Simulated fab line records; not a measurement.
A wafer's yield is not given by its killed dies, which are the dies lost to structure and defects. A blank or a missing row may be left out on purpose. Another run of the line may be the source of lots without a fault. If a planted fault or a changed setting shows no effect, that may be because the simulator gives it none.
fab line records / flow n5Finfet
[record] lots = 4 wafers = 12 lastDay = 15
route steps=1938 shown BEOL_M7@1293 BEOL_M8@1332 PASSIVATION@1936
lots that met no fault: taken from a fault-free run of the same line
startH: the number of hours between the record's first day and the start of the first shown wafer of the lot / waitH: hours elapsed since this lot's preceding step / " repeats the value in the row above / L1.1+2: a row that stands for several wafers / - either no value or no given start / * or withheld: withheld / < > ~ a bound
route shown NAME@n: names a module that has steps shown in the file, with the first one's number in the route / usual: mean/standard deviation taken from wafers without a fault / same: alike in all rows / chamber/n: place in a boat / sites: per-site readings / _std_site: their standard deviation / _edge_site: inner sites' mean taken away from outer sites' mean / radiusMm: how far each site lies from the wafer's centre / mask NAME#n: copy n / behind: tool/chamber where the wafer was last shaped / hold: why the lot went on hold/how many hours it stayed there/how the hold came to an end / device: names the non-switching transistor (n, p or np) / end of line: the same wafers' tests at the end of the route / for a step that has no rows: nothing shown but its recipe / killed: dies lost to structure and defects at the first sort, not the wafer's yield / map: shows each die of a wafer: x if killed, . if not, _ if none is there
set.NAME: the setting the step ran with; set.NAME@STEP: the setting that earlier step ran with / model.NAME: the simulator's own value behind a step, which no gauge read
lots at some steps of the route; a table a step, a row a wafer
services: the hour from which a tool's chamber was out of use, counted from the record's first day as startH (under 0 if before that day), plus the number of hours and why
[[steps]]
[step N5_BEOL_M7_EXPOSE_25]
[recipe] maskId = V6 na = 0.33 sourceShape = annular sigmaInner = 0.4 sigmaOuter = 0.8 polarization = unpolarized targetCdNm = 40 doseMj = 42.5
[step N5_BEOL_M7_PEB_26]
[recipe] pebTempC = 100 pebTimeS = 60 resist = CAR-EUV
[step N5_BEOL_M7_DEVELOP_27]
[recipe] developTimeS = 30 developer = TMAH resist = CAR-EUV rinseLiquid = surfactantRinse dry = airSpin devTempC = 23
[step N5_BEOL_M7_DESCUM_33]
[recipe] chemistry = O2 timeS = 7 sourcePowerW = 50 biasPowerW = 20 pressureMtorr = 20 rfFrequencyHz = 2.712e+07 tempC = 40 resist = CAR-EUV o2FlowSccm = 225
[step N5_BEOL_M7_ETCH_72]
[recipe] chemistry = N2/H2 target = underlayer targetDepthA = 65 maskMaterial = CAR-EUV timeS = 5.2 ionEnergyEv = 200 pressureMtorr = 30 sourceW = 840 biasW = 150 n2FlowSccm = 200 h2FlowSccm = 200 ends = cleared
[step N5_BEOL_M7_ETCH_65]
[recipe] chemistry = CF4 target = SiARC targetDepthA = 156 maskMaterial = CAR-EUV timeS = 26 ionEnergyEv = 80 pressureMtorr = 40 sourceW = 545 biasW = 36 Ar_flow_sccm = 100 cf4FlowSccm = 100 ends = cleared
[step N5_BEOL_M7_ETCH_66]
[recipe] chemistry = N2/H2 target = SOC targetDepthA = 800 overetchA = 160 maskMaterial = SiARC tempC = 40 timeS = 120 ionEnergyEv = 200 pressureMtorr = 30 sourceW = 840 biasW = 150 n2FlowSccm = 200 h2FlowSccm = 200
[step N5_BEOL_M7_STRIP_69]
[recipe] chemistry = N2/H2 tempC = 40 n2FlowSccm = 200 h2FlowSccm = 200 rfFrequencyHz = 6e+07
[step N5_BEOL_M7_STRIP_73]
[recipe] chemistry = N2/H2 tempC = 40 n2FlowSccm = 200 h2FlowSccm = 200 rfFrequencyHz = 6e+07
[step N5_BEOL_M7_VIA_ETCH_34]
[recipe] chemistry = C4F6/O2 target = SiCOH_lowk targetDepthA = 1255 maskMaterial = SOC taperDeg = 4 timeS = 50.5 ionEnergyEv = 250 pressureMtorr = 30 sourceW = 345 biasW = 185 Ar_flow_sccm = 300 C4F6_flow_sccm = 10 O2_flow_sccm = 10
[usual] drypumpMotorCurrentA = 5.72/0.29 oes_ar_750_au = 0.76/0.069 oesProductAu = 0.76/0.07 rfVppV = 668/12 showerheadPlenumPTorr = 2.85/0.095 throttleValvePct = 20.97/0.21
lot.wafer=L167.1 tool=rieDiel-06 chamber=1 startH=213.24 waitH=0.0 drypumpMotorCurrentA=5.91 oes_ar_750_au=0.74 oesProductAu=0.73 rfHoursCounterH=181 rfVppV=676 showerheadPlenumPTorr=2.95 throttleValvePct=20.97
lot.wafer=L167.3 tool=rieDiel-06 chamber=3 startH=213.24 waitH=0.0 drypumpMotorCurrentA=5.77 oes_ar_750_au=0.89 oesProductAu=0.89 rfHoursCounterH=47 rfVppV=656 showerheadPlenumPTorr=2.90 throttleValvePct=21.11
lot.wafer=L167.5 tool=rieDiel-06 chamber=3 startH=213.24 waitH=0.0 drypumpMotorCurrentA=5.76 oes_ar_750_au=0.88 oesProductAu=0.89 rfHoursCounterH=- rfVppV=656 showerheadPlenumPTorr=2.90 throttleValvePct=21.11
lot.wafer=L175.1 tool=rieDiel-05 chamber=0 startH=257.29 waitH=0.0 drypumpMotorCurrentA=5.83 oes_ar_750_au=0.76 oesProductAu=0.75 rfHoursCounterH=172 rfVppV=656 showerheadPlenumPTorr=2.72 throttleValvePct=21.17
lot.wafer=L175.5 tool=rieDiel-05 chamber=2 startH=257.29 waitH=0.0 drypumpMotorCurrentA=5.58 oes_ar_750_au=0.85 oesProductAu=0.85 rfHoursCounterH=- rfVppV=662 showerheadPlenumPTorr=2.88 throttleValvePct=20.77
lot.wafer=L175.6 tool=rieDiel-05 chamber=1 startH=257.29 waitH=0.0 drypumpMotorCurrentA=5.76 oes_ar_750_au=0.71 oesProductAu=0.72 rfHoursCounterH=- rfVppV=685 showerheadPlenumPTorr=2.81 throttleValvePct=20.50
lot.wafer=L174.2 tool=rieDiel-05 chamber=1 startH=267.36 waitH=0.0 drypumpMotorCurrentA=5.74 oes_ar_750_au=0.71 oesProductAu=0.72 rfHoursCounterH=190 rfVppV=685 showerheadPlenumPTorr=2.81 throttleValvePct=20.50
lot.wafer=L174.3 tool=rieDiel-05 chamber=2 startH=267.36 waitH=0.0 drypumpMotorCurrentA=5.61 oes_ar_750_au=0.84 oesProductAu=0.84 rfHoursCounterH=73 rfVppV=664 showerheadPlenumPTorr=2.88 throttleValvePct=20.77
lot.wafer=L174.6 tool=rieDiel-05 chamber=0 startH=267.36 waitH=0.0 drypumpMotorCurrentA=5.83 oes_ar_750_au=0.76 oesProductAu=0.74 rfHoursCounterH=- rfVppV=656 showerheadPlenumPTorr=2.72 throttleValvePct=21.17
lot.wafer=L179.1 tool=rieDiel-05 chamber=3 startH=293.31 waitH=0.0 drypumpMotorCurrentA=6.13 oes_ar_750_au=0.83 oesProductAu=0.84 rfHoursCounterH=49 rfVppV=689 showerheadPlenumPTorr=3.01 throttleValvePct=21.04
lot.wafer=L179.2 tool=rieDiel-05 chamber=2 startH=293.31 waitH=0.0 drypumpMotorCurrentA=5.58 oes_ar_750_au=0.85 oesProductAu=0.84 rfHoursCounterH=77 rfVppV=664 showerheadPlenumPTorr=2.88 throttleValvePct=20.78
lot.wafer=L179.3 tool=rieDiel-05 chamber=0 startH=293.31 waitH=0.0 drypumpMotorCurrentA=5.84 oes_ar_750_au=0.75 oesProductAu=0.74 rfHoursCounterH=182 rfVppV=657 showerheadPlenumPTorr=2.72 throttleValvePct=21.17
[step N5_BEOL_M7_STRIP_76]
[recipe] chemistry = C4F6/O2 resist = SiARC rfFrequencyHz = 6e+07
[step N5_BEOL_M7_STRIP_36]
[recipe] chemistry = N2/H2 powerW = 450 tempC = 40 pressureMtorr = 20 rfFrequencyHz = 6e+07 overashFraction = 0.3 biasPowerW = 7 h2Frac = 0.5 n2FlowSccm = 200 h2FlowSccm = 200
[step N5_BEOL_M7_TRENCH_ETCH_37]
[recipe] chemistry = C4F6/O2 targetDepthA = 934.78 target = SiCOH_lowk timeS = 31.2 ionEnergyEv = 250 pressureMtorr = 30 sourceW = 345 biasW = 185 Ar_flow_sccm = 300 C4F6_flow_sccm = 10 O2_flow_sccm = 10
[step N5_BEOL_M7_ETCH_41]
[recipe] chemistry = CH3F/O2 target = SiCN targetDepthA = 319 taperDeg = 2 timeS = 57.8 ionEnergyEv = 120 maskMaterial = TiN pressureMtorr = 30 sourceW = 395 biasW = 75 Ar_flow_sccm = 150 CH3F_flow_sccm = 30 O2_flow_sccm = 20
[step N5_BEOL_M7_STRIP_80]
[recipe] chemistry = N2/H2 timeS = 10 powerW = 450 tempC = 40 pressureMtorr = 20 rfFrequencyHz = 6e+07 biasPowerW = 7 n2FlowSccm = 200 h2FlowSccm = 200
[step N5_BEOL_M7_HM_STRIP_39]
[recipe] chemistry = peroxideTinStrip material = TiN targetDepthA = 250 tempC = 50 timeS = 158
[step N5_BEOL_M7_SRD_40]
[recipe] timeS = 30 tempC = 23 rinseLiquid = diw dry = ipaMarangoni
[step N5_BEOL_M7_PRECLEAN_42]
[recipe] chemistry = residueRemover timeS = 60 tempC = 40
[step N5_BEOL_M7_SRD_43]
[recipe] timeS = 30 tempC = 23 rinseLiquid = diw dry = ipaMarangoni
[step N5_BEOL_M7_CURE_75]
[recipe] tempC = 370 timeS = 120 ambient = DMADMS/He material = SiCOH_lowk
[step N5_BEOL_M7_DEGAS_44]
[recipe] ambient = vacuum tempC = 250 timeS = 60
[step N5_BEOL_M7_PRE_CLEAN_45]
[recipe] gas = H2/He timeS = 30 tempC = 250
[step N5_BEOL_M7_ALD_77]
[recipe] material = TaN targetThkA = 20 tempC = 275 aldPrecursorFamily = PDMAT aldCoReactant = NH3 pressureTorr = 3 carrierFlowSccm = 1500 pulseTimeS = 2 purgeTimeS = 3 coReactantPurgeTimeS = 2 coReactantPulseTimeS = 3 aldCycles = 40 precursorVesselTempC = 75 precursorVesselPressureTorr = 26.25 precursorVesselCarrierSccm = 1000
[step N5_BEOL_M7_SURFACE_TREAT_79]
[recipe] gas = Ar timeS = * ionEnergyEv = * ionCurrentMaCm2 = 0.5 pressureMtorr = * arFlowSccm = 30
[step N5_BEOL_M7_CVD_78]
[recipe] material = Co targetThkA = 20 tempC = withheld precursor = CCTBA/H2 pressureTorr = 30 timeS = 142.3
[step N5_BEOL_M7_SPUTTER_48]
[recipe] material = Cu targetThkA = 100 tempC = -20 biasV = 60 powerW = 26000 chamberPressurePa = 0.13 timeS = 1.667
[step N5_BEOL_M7_ECD_50]
[recipe] material = Cu targetThkA = 3000
[step N5_BEOL_M7_ANNEAL_51]
[recipe] tempC = 225 timeS = 90 ambient = N2
[step N5_BEOL_M7_CMP_52]
[recipe] stopOn = SiCOH_lowk tOverpolishS = 6.9 downForcePsi = 1 platenRpm = 50 clearingPlatenDownForcePsi = 1.5 clearingPlatenRpm = 50 postCmpClean = cuAlkaline targetThkNm = 80 clearingPlatenPadVelocityMS = 0.99484 padVelocityMS = 0.99484
[step N5_BEOL_M7_PRE_CLEAN_55]
[recipe] gas = NH3 timeS = 15 tempC = withheld rfPowerW = 300
[step N5_BEOL_M7_DEP_56]
[recipe] material = SiCN targetThkA = 100 tempC = withheld precursor = 3MS/NH3 pressureTorr = 3 rfW = 202 timeS = 17.5
[step N5_BEOL_M8_ILD_DEP_00]
[recipe] material = SiCOH_lowk targetThkA = 1797.5 tempC = 300 precursor = DEMS/porogen pressureTorr = 5 rfW = 500 timeS = 33.4
[step N5_BEOL_M8_CURE_74]
[recipe] tempC = 385 timeS = 240 ambient = He/Ar material = SiCOH_lowk
[step N5_PASSIVATION_PROBE_49]
[usual] defectLimitedYield = 91.1/1.4 killed_at_M0_to_M3 = 33/9.1 killed_at_M4_up = 14/5.6 killedAtContacts = 13/5.7 killedAtFrontEnd = 42/12 killedAtOther = 4/3 killedDies = 105/16 killedOpen = 69/11 killedShort = 34/7.5 sort_bin_5_function = 5.2/0.91 sort_bin_6_memory = 3.3/0.64 sortNPass = 1075/16 sortYieldPct = 91.1/1.4
[same] grossDies = 1180 killedAtBackSide = 0 sort_bin_4_leakage[%] = 0 sort_bin_8_speed[%] = 0
lot.wafer=L174.2 tool=prober-01 chamber=- startH=340.78 waitH=0.1 defectLimitedYield[%]=80.1 killed_at_M0_to_M3=34 killed_at_M4_up=118 killedAtContacts=10 killedAtFrontEnd=73 killedAtOther=0 killedDies=235 killedOpen=92 killedShort=44 sort_bin_5_function[%]=13.0 sort_bin_6_memory[%]=5.1 sortNPass=945 sortYieldPct[%]=80.1
lot.wafer=L174.3 tool=prober-01 chamber=- startH=340.83 waitH=0.1 defectLimitedYield[%]=78.8 killed_at_M0_to_M3=24 killed_at_M4_up=173 killedAtContacts=7 killedAtFrontEnd=43 killedAtOther=3 killedDies=250 killedOpen=72 killedShort=28 sort_bin_5_function[%]=13.2 sort_bin_6_memory[%]=5.3 sortNPass=930 sortYieldPct[%]=78.8
lot.wafer=L174.6 tool=prober-01 chamber=- startH=340.98 waitH=0.3 defectLimitedYield[%]=79.7 killed_at_M0_to_M3=30 killed_at_M4_up=144 killedAtContacts=4 killedAtFrontEnd=61 killedAtOther=0 killedDies=239 killedOpen=58 killedShort=42 sort_bin_5_function[%]=11.9 sort_bin_6_memory[%]=4.7 sortNPass=941 sortYieldPct[%]=79.7
lot.wafer=L179.1 tool=prober-02 chamber=- startH=362.44 waitH=0.0 defectLimitedYield[%]=84.2 killed_at_M0_to_M3=25 killed_at_M4_up=110 killedAtContacts=7 killedAtFrontEnd=45 killedAtOther=0 killedDies=187 killedOpen=68 killedShort=30 sort_bin_5_function[%]=8.2 sort_bin_6_memory[%]=4.7 sortNPass=993 sortYieldPct[%]=84.2
lot.wafer=L179.2 tool=prober-02 chamber=- startH=362.49 waitH=0.1 defectLimitedYield[%]=78.7 killed_at_M0_to_M3=31 killed_at_M4_up=157 killedAtContacts=12 killedAtFrontEnd=41 killedAtOther=10 killedDies=251 killedOpen=66 killedShort=31 sort_bin_5_function[%]=11.7 sort_bin_6_memory[%]=5.2 sortNPass=929 sortYieldPct[%]=78.7
lot.wafer=L179.3 tool=prober-02 chamber=- startH=362.54 waitH=0.1 defectLimitedYield[%]=81.4 killed_at_M0_to_M3=25 killed_at_M4_up=143 killedAtContacts=11 killedAtFrontEnd=36 killedAtOther=5 killedDies=220 killedOpen=59 killedShort=30 sort_bin_5_function[%]=11.5 sort_bin_6_memory[%]=3.6 sortNPass=960 sortYieldPct[%]=81.4
// killed by level:class
L174.2 BEOL_M7:unspecified=98 STI_FIN_REVEAL:geometricParticle:open=30 BEOL_M3:geometricParticle:open=10 BEOL_M4:geometricParticle:open=10 FIN_SAQP:geometricParticle:short=9 FIN_SAQP:geometricParticle:open=7 STI_FIN_REVEAL:geometricParticle:short=7 MOL_CONTACT_COAG:geometricParticle:open=6
L174.3 BEOL_M7:unspecified=146 BEOL_M4:geometricParticle:open=16 STI_FIN_REVEAL:geometricParticle:open=11 BEOL_M3:geometricParticle:open=9 FIN_SAQP:geometricParticle:short=7 FIN_SAQP:geometricParticle:open=6 MOL_CONTACT_COAG:geometricParticle:open=5 DUMMY_GATE:geometricParticle:open=4
L174.6 BEOL_M7:unspecified=135 STI_FIN_REVEAL:geometricParticle:open=15 FIN_SAQP:geometricParticle:short=14 BEOL_M3:geometricParticle:open=9 FIN_SAQP:geometricParticle:open=8 BEOL_M0_SAQP:geometricParticle:short=7 GATE_CUT:geometricParticle:short=5 STI_FIN_REVEAL:geometricParticle:short=5
L179.1 BEOL_M7:unspecified=89 FIN_SAQP:geometricParticle:open=14 BEOL_M4:geometricParticle:open=9 BEOL_M0_SAQP:geometricParticle:short=7 BEOL_M2:geometricParticle:open=7 DUMMY_GATE:geometricParticle:open=6 STARTING-WAFER:geometricParticle:open=5 MOL_CONTACT_COAG:geometricParticle:open=5
L179.2 BEOL_M7:unspecified=144 FIN_SAQP:geometricParticle:open=11 HKMG_FIN:areaEtch=10 MOL_CONTACT_COAG:geometricParticle:open=8 BEOL_M2:geometricParticle:open=7 BEOL_M1:geometricParticle:open=6 FIN_SAQP:geometricParticle:short=5 BEOL_M0_SAQP:geometricParticle:open=5
L179.3 BEOL_M7:unspecified=130 MOL_CONTACT_COAG:geometricParticle:open=9 BEOL_M4:geometricParticle:open=9 FIN_SAQP:geometricParticle:open=7 FIN_SAQP:geometricParticle:short=6 BEOL_M0_SAQP:geometricParticle:open=6 BEOL_M2:geometricParticle:open=5 GATE_CUT:geometricParticle:open=4
// map L174.3 (x killed, . not)
_________________.....x......________________
______________.x................_____________
___________....x..............x.x..__________
__________...x.x.....x.....x.....x.._________
________.............................x_______
_______..........x.x.............x.....______
______....x...xxx..xx.............x....._____
_____...x...xxxx.xx..x............x......____
____.x..x.xxxxxxxxxxxxxx....x.............___
___....x.xxxxxxxxxxxx......................__
___....x.xxxxxxxxxxxxxxx.x............x...x__
__.....x..xxxxxxxxxxxxxx...................._
__..x...xxxxxxxxxxxxxxxx.............x.x...x_
_.......xxxxxxxxxxxxxxxx.............x......x
_.x..x.....xxxxxxxxxxx.......x.x.............
_...xx....x.xxxxxxxxxxxxx.x...x..............
_........xxxxxxxxxxx.x..x............x.x....x
_...........x.x.xxxxx.xxx....x...........x...
_.....x.....x.x.x.x......x........x.....x....
_.....................x......x...............
_...........x.................x.....xx.......
__.........................................._
__x..x.....................x.......x...x...._
___..........x...x.........x.............x.__
___.........x.............x................__
____...............x.......x...x.x........___
_____x...........x.x...............x.....____
______...x....x.x...x..x...x............_____
_______.xxx...............x.......x....______
________...x........x.......xx....x..._______
__________.x.x....................x._________
___________......x..x........x.....__________
______________.x.x.............._____________
_________________............________________
// map L179.2 (x killed, . not)
_________________............________________
______________..x..............._____________
___________......................x.__________
__________..x.xx...........xx......._________
________x..........x............x....._______
_______........x...............x.......______
______.......xx..xx......x.............._____
_____....x..xxxxxxxxx....................____
____..x.x.x.x.xxxxxx.x.....x............x.___
___........xxxxxxxxxxxx..........xx........__
___..xxx.xxxxxxxxxxxxx..x..xx..x...........__
__........xxxxxxxxxxxxx.x......x..x........._
__......x.xxxxxxxxxxxxxx......x..x.........._
_......xx.xxxxxxxxxxxxxxx...........x........
_........xxxxxxxxxxxxxxx............x........
_..x..xxxxxxxxxxxxxxxxx..x...x...............
_.....x...xxxxxxxxxxx.......x...............x
_..........xxxxxxxxx........x....x.x.........
_.x...x.x..x.x..xxx...x.xx......xx...........
_.......xxx...x.x.xx.x.............x.........
_.....x...........x..x...........x...........
__...x.......x......................x......._
__..x......x.........xx...........x........x_
___.......x...........xx....x.....x........__
___..x.....x.................x.............__
____x.....................................___
_____x.x............x..........x.........____
______x...................x.......x....._____
_______......x........x.x...x.........x______
________.......x...x.x........x......._______
__________.................x.....x.._________
___________...........xx...........__________
______________.................._____________
_________________............________________
[[services]]
tool=rieDiel-06 chamber=0 startH=270.40 hours=9.1 kind=repair
tool=rieDiel-05 chamber=2 startH=270.47 hours=12.0 kind=repair
[[key]]
[firstSign] step = N5_PASSIVATION_PROBE_49 reading = killed_at_M4_up direction = up sigmas = 22 usual = 14 struck = 141
[effect] step = N5_PASSIVATION_PROBE_49 reading = defectLimitedYield direction = down sigmas = 7.8 usual = 91.1 struck = 80.5
[moreKillsBornAt] N5_BEOL_M7_VIA_ETCH_34@rieDiel-05 = 742
metAt N5_BEOL_M7_VIA_ETCH_34
struckWafers L174.2,L174.3,L174.6,L179.1,L179.2,L179.3
[baselineLoss] step = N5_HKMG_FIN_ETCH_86 wafers = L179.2
onsetBetween 257.29 267.36
alsoFits time
[fault] kind = chamberParticleSource tool = rieDiel-05 chamber = - onsetH = 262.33 steps = N5_BEOL_M7_VIA_ETCH_34 ratePerVisitCm2 = 1.3095 endH = 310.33
// baselineLoss: these wafers lose ten dies or more at that step, a loss of the line's own and not of a fault; the sort's usual values leave them out
